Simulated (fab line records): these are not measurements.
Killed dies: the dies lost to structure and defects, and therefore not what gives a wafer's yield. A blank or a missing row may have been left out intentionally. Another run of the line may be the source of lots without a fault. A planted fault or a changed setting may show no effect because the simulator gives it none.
Which of the tools did it? / flow n5-finfet / 12 lots, 36 wafers sampled, at 3 steps of a route of 1938

## WHAT EACH GAUGE READ, for each wafer
N5_PASSIVATION_CD_MEAS_10: the cd target is 3000 nm.
lot=L397; measured=day 12 03:12; on=cd-sem-01; cd-nm (nm)=2998.6 2997.9 2999.0
lot=L399; measured=day 12 03:53; on=cd-sem-01; cd-nm (nm)=3001.8 2998.0 3005.0
lot=L400; measured=day 12 04:10; on=cd-sem-01; cd-nm (nm)=2999.7 3001.0 2999.0
lot=L402; measured=day 12 13:14; on=cd-sem-01; cd-nm (nm)=3000.4 2998.1 3000.1
lot=L403; measured=day 13 02:48; on=cd-sem-02; cd-nm (nm)=2997.1 2996.7 2998.0
lot=L404; measured=day 13 09:29; on=cd-sem-02; cd-nm (nm)=2998.9 2998.1 3001.2
lot=L405; measured=day 13 13:55; on=cd-sem-01; cd-nm (nm)=3002.8 3004.6 2999.1
lot=L406; measured=day 13 18:45; on=cd-sem-02; cd-nm (nm)=3000.8 3005.1 3000.3
lot=L407; measured=day 14 07:31; on=cd-sem-02; cd-nm (nm)=2999.9 2999.3 2999.5
lot=L410; measured=day 15 17:26; on=cd-sem-02; cd-nm (nm)=2999.8 2999.3 2999.4
lot=L414; measured=day 16 11:43; on=cd-sem-02; cd-nm (nm)=2999.5 3003.2 3003.6
lot=L416; measured=day 16 23:01; on=cd-sem-01; cd-nm (nm)=3001.6 3000.7 2999.8

## TOOL THAT RAN EACH LOT (tool first, then ch and the chambers of the sampled wafers, then the start)
lot=L397; N5_BEOL_M2_SPUTTER_48=pvd-sputter-02, day 6 23:51; N5_MIM_BOT_ETCH_ETCH_00=rie-metal-03 ch 1, day 12 01:53
lot=L399; N5_BEOL_M2_SPUTTER_48=pvd-sputter-01, day 7 00:56; N5_MIM_BOT_ETCH_ETCH_00=rie-metal-02 ch 0,1, day 12 02:40
lot=L400; N5_BEOL_M2_SPUTTER_48=pvd-sputter-02, day 7 06:31; N5_MIM_BOT_ETCH_ETCH_00=rie-metal-01 ch 1, day 12 02:40
lot=L402; N5_BEOL_M2_SPUTTER_48=pvd-sputter-03, day 7 21:35; N5_MIM_BOT_ETCH_ETCH_00=rie-metal-01 ch 0,1, day 12 12:14
lot=L403; N5_BEOL_M2_SPUTTER_48=pvd-sputter-01, day 8 11:55; N5_MIM_BOT_ETCH_ETCH_00=rie-metal-01 ch 0,1, day 13 00:14
lot=L404; N5_BEOL_M2_SPUTTER_48=pvd-sputter-02, day 8 15:08; N5_MIM_BOT_ETCH_ETCH_00=rie-metal-02 ch 0,1, day 13 08:22
lot=L405; N5_BEOL_M2_SPUTTER_48=pvd-sputter-03, day 8 15:56; N5_MIM_BOT_ETCH_ETCH_00=rie-metal-01 ch 0,1, day 13 11:37
lot=L406; N5_BEOL_M2_SPUTTER_48=pvd-sputter-01, day 8 17:57; N5_MIM_BOT_ETCH_ETCH_00=rie-metal-03 ch 0,1, day 13 16:52
lot=L407; N5_BEOL_M2_SPUTTER_48=pvd-sputter-01, day 9 14:50; N5_MIM_BOT_ETCH_ETCH_00=rie-metal-01 ch 0,1, day 14 06:14
lot=L410; N5_BEOL_M2_SPUTTER_48=pvd-sputter-01, day 10 20:41; N5_MIM_BOT_ETCH_ETCH_00=rie-metal-01 ch 0, day 15 14:51
lot=L414; N5_BEOL_M2_SPUTTER_48=pvd-sputter-01, day 11 05:33; N5_MIM_BOT_ETCH_ETCH_00=rie-metal-02 ch 0,1, day 16 10:02
lot=L416; N5_BEOL_M2_SPUTTER_48=pvd-sputter-01, day 11 20:11; N5_MIM_BOT_ETCH_ETCH_00=rie-metal-03 ch 0,1, day 16 21:25
- N5_BEOL_M2_SPUTTER_48: material Cu, target thk 4.5 nm, time 8.29 s.
- N5_MIM_BOT_ETCH_ETCH_00: etches TiN in Cl2/BCl3, target depth 45.5 nm.

## WHAT THE TOOLS THEMSELVES READ (means of the sampled wafers that have a number; where no wafer has one, the mark that the record gives instead)
N5_BEOL_M2_SPUTTER_48.
lot=L397; tool=pvd-sputter-02; chamber-pressure-pa (Pa)=0.07; substrate-temp-c (C)=-19.94; throttle-valve-pct (%)=29.6
lot=L399; tool=pvd-sputter-01; chamber-pressure-pa (Pa)=0.07; substrate-temp-c (C)=-20.03; throttle-valve-pct (%)=31.5
lot=L400; tool=pvd-sputter-02; chamber-pressure-pa (Pa)=0.07; substrate-temp-c (C)=-20.04; throttle-valve-pct (%)=29.1
lot=L402; tool=pvd-sputter-03; chamber-pressure-pa (Pa)=0.07; substrate-temp-c (C)=-19.93; throttle-valve-pct (%)=29.8
lot=L403; tool=pvd-sputter-01; chamber-pressure-pa (Pa)=0.07; substrate-temp-c (C)=-19.98; throttle-valve-pct (%)=29.3
lot=L404; tool=pvd-sputter-02; chamber-pressure-pa (Pa)=0.07; substrate-temp-c (C)=-19.94; throttle-valve-pct (%)=29.7
lot=L405; tool=pvd-sputter-03; chamber-pressure-pa (Pa)=0.07; substrate-temp-c (C)=-19.93; throttle-valve-pct (%)=30.5
lot=L406; tool=pvd-sputter-01; chamber-pressure-pa (Pa)=0.07; substrate-temp-c (C)=-19.95; throttle-valve-pct (%)=31.9
lot=L407; tool=pvd-sputter-01; chamber-pressure-pa (Pa)=0.07; substrate-temp-c (C)=-19.97; throttle-valve-pct (%)=31.0
lot=L410; tool=pvd-sputter-01; chamber-pressure-pa (Pa)=0.07; substrate-temp-c (C)=-19.94; throttle-valve-pct (%)=30.3
lot=L414; tool=pvd-sputter-01; chamber-pressure-pa (Pa)=0.07; substrate-temp-c (C)=-19.96; throttle-valve-pct (%)=30.5
lot=L416; tool=pvd-sputter-01; chamber-pressure-pa (Pa)=0.07; substrate-temp-c (C)=-19.99; throttle-valve-pct (%)=30.5

N5_MIM_BOT_ETCH_ETCH_00.
lot=L397; tool=rie-metal-03; bcl3-flow-sccm (sccm)=21.82; drypump-motor-current-A (A)=6.8; oes-product-au (a.u.)=0.77; throttle-valve-pct (%)=21.9
lot=L399; tool=rie-metal-02; bcl3-flow-sccm (sccm)=21.79; drypump-motor-current-A (A)=5.4; oes-product-au (a.u.)=0.94; throttle-valve-pct (%)=21.6
lot=L400; tool=rie-metal-01; bcl3-flow-sccm (sccm)=21.78; drypump-motor-current-A (A)=6.5; oes-product-au (a.u.)=0.75; throttle-valve-pct (%)=22.2
lot=L402; tool=rie-metal-01; bcl3-flow-sccm (sccm)=21.76; drypump-motor-current-A (A)=5.6; oes-product-au (a.u.)=0.91; throttle-valve-pct (%)=22.2
lot=L403; tool=rie-metal-01; bcl3-flow-sccm (sccm)=21.73; drypump-motor-current-A (A)=6.0; oes-product-au (a.u.)=0.82; throttle-valve-pct (%)=22.2
lot=L404; tool=rie-metal-02; bcl3-flow-sccm (sccm)=21.69; drypump-motor-current-A (A)=5.4; oes-product-au (a.u.)=0.93; throttle-valve-pct (%)=21.6
lot=L405; tool=rie-metal-01; bcl3-flow-sccm (sccm)=21.80; drypump-motor-current-A (A)=6.0; oes-product-au (a.u.)=0.81; throttle-valve-pct (%)=22.2
lot=L406; tool=rie-metal-03; bcl3-flow-sccm (sccm)=21.77; drypump-motor-current-A (A)=5.6; oes-product-au (a.u.)=0.86; throttle-valve-pct (%)=21.6
lot=L407; tool=rie-metal-01; bcl3-flow-sccm (sccm)=21.72; drypump-motor-current-A (A)=6.0; oes-product-au (a.u.)=0.81; throttle-valve-pct (%)=22.2
lot=L410; tool=rie-metal-01; bcl3-flow-sccm (sccm)=21.71; drypump-motor-current-A (A)=5.1; oes-product-au (a.u.)=0.89; throttle-valve-pct (%)=22.3
lot=L414; tool=rie-metal-02; bcl3-flow-sccm (sccm)=21.76; drypump-motor-current-A (A)=5.4; oes-product-au (a.u.)=0.90; throttle-valve-pct (%)=21.6
lot=L416; tool=rie-metal-03; bcl3-flow-sccm (sccm)=21.78; drypump-motor-current-A (A)=5.6; oes-product-au (a.u.)=0.84; throttle-valve-pct (%)=21.6

## THE ANSWER, worked out from the rows above alone
Rule: the lots themselves supply what counts as usual. Put in order of their means at a reading, lots are off if they are a third of the lots or fewer, leave a main group of 4 or more, and stand apart from it by a gap of 3 or more times the standard deviation of the main group's means; of several such gaps the widest counts. A main group is skipped when, at the precision printed for the reading in the tables above, its means are all equal. A lot without any number at a reading at which 4 lots or more have one is off too. All remaining lots with rows at the step are treated as sound. Order of review: gauges by route order, followed by the tools' own readings, for which a lot's mean as printed above is used. The first step at which some lot is off is used, and at that step the reading that is off furthest; a lot without a number counts as furthest.
Nothing can be told from this: no lot is off at any reading shown.

## WHAT HAD BEEN PUT IN BY THE SIMULATOR
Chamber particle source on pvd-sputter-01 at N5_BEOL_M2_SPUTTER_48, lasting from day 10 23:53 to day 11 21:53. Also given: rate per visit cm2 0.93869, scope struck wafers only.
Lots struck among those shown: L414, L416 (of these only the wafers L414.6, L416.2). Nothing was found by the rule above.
